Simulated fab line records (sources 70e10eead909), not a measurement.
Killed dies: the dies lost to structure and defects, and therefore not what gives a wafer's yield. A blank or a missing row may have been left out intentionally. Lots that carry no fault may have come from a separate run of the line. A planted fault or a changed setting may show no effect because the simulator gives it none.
A lot that was struck, set against a sound lot -- flow nand harc -- 15 out of 1302 route steps
Sound: these wafers, L816.1, L816.5, L816.6. Struck: wafer L832.3. (L832.1, L832.2 of the same lot were not struck and are left out.) The cause comes at the end.
Order at every step that has rows: each side's tool, ch and its chambers, its first start. Under that, the readings that differ: sound wafers -- struck wafers -- difference of the means -- sigmas: that difference in standard deviations of wafers without a fault.
alike: same words and numbers on both sides, and readings whose means sit less than 2 such deviations apart. not compared: any withheld reading, any reading some wafer has no value for, any bound like >300 that may hide the same value, and any number with overlapping values for which the record gives no deviation.
A row with sigmas, a row that says differs or no value, or rows on one side alone: a step with any of these is where the two part. Numbers that have no deviation but don't overlap get no sigmas and don't part them. Lack of a reading on every wafer of one side parts them only where that side has two or more wafers.

first, 5 steps without rows for these wafers: NHARC_A_CONTACT_SOFTBAKE_03 (time 55 s); NHARC_A_CONTACT_EBR_04; NHARC_A_CONTACT_EXPOSE_05 (exposes mask A CC); NHARC_A_CONTACT_PEB_06 (peb time 65 s); NHARC_A_CONTACT_DEVELOP_07 (develop time 35 s).
NHARC_A_CONTACT_CD_MEAS_08: the cd target is 200 nm.
  sound on cd sem-01 ch 0, day 22 22:27; struck on cd sem-02 ch 0, day 29 21:24
  alike: cd nm
NHARC_A_CONTACT_OVL_MEAS_09:
  sound on overlay-01 at day 22 22:32; struck on overlay-02 at day 29 21:29
  alike: overlay x nm, overlay y nm
NHARC_A_CONTACT_INSPECT_10:
  sound on defect inspect-01 at day 22 22:34; struck on defect inspect-01 at day 29 21:31
  alike: raw defect count
NHARC_A_CONTACT_DESCUM_13: chemistry O2, time 3 s.
  sound on rie diel-06 ch 0,2,3, day 22 22:39; struck on rie diel-02 ch 0, day 29 21:35
  alike: drypump motor current A, oes product au, rf vpp V, showerhead plenum p Torr, throttle valve pct
  not compared: rf hours counter h
NHARC_A_CONTACT_ETCH_88: etches the open film in CF4, target depth 39 nm, time 65 s.
  sound on rie diel-06 ch 0,1,3, day 22 22:44; struck on rie diel-02 ch 2, day 29 21:41
  alike: drypump motor current A, oes product au, rf vpp V, run length s, showerhead plenum p Torr, throttle valve pct
  not compared: rf hours counter h
NHARC_A_CONTACT_ETCH_89: etches the open film in N2/H2, target depth 260 nm, time 475.3 s.
  sound: rie diel-06 ch 1,2; struck: rie diel-02 ch 2
reading,sound,struck,difference,sigmas
h2 flow sccm (sccm),149.9 150.8 150.3,149.3,-1.0,-2
  alike: drypump motor current A, oes product au, rf vpp V, run length s, showerhead plenum p Torr, throttle valve pct
  not compared: rf hours counter h
NHARC_A_CONTACT_ETCH_30: etches the open film in CF4/CHF3, target depth 72.6 nm, time 36.3 s.
  sound: rie diel-06 ch 0,2,3; struck: rie diel-02 ch 1
  alike: drypump motor current A, oes product au, rf vpp V, run length s, showerhead plenum p Torr, throttle valve pct
  not compared: rf hours counter h
NHARC_A_CONTACT_ETCH_31: etches the open film in O2/COS, target depth 2800 nm, time 728 s.
  sound on rie diel-06 ch 0,2,3, day 22 23:23; struck on rie diel-02 ch 2, day 29 22:17
reading,sound,struck,difference,sigmas
run length s (s),749.8 748.9 749.2,560.3,-189.0,-99 or more
  alike: drypump motor current A, oes product au, rf vpp V, showerhead plenum p Torr, throttle valve pct
  not compared: rf hours counter h
NHARC_A_CONTACT_ETCH_134: etches the open film in C4F8/O2/Ar, time 140 s, target depth 700 nm.
  sound on har cap etch-02 ch 0,1, day 22 23:46; struck on har cap etch-02 ch 0, day 29 22:56
  alike: run length s
  not compared: rf hours counter h
-- break in the record here, with 2 days between the starts of the struck wafers on either side (left off in module A_CONTACT, picked up again in module END, where the first step shown is number 1302 on the route) --
NHARC_END_SORT_01:
  here the record holds rows for the struck wafers (prober-01 ch 0, day 32 03:37) but none for the sound ones

WHERE THEY PART
At NHARC_A_CONTACT_ETCH_89 first; at NHARC_END_SORT_01 last (within this record only).

WHY: what had been put in by the simulator
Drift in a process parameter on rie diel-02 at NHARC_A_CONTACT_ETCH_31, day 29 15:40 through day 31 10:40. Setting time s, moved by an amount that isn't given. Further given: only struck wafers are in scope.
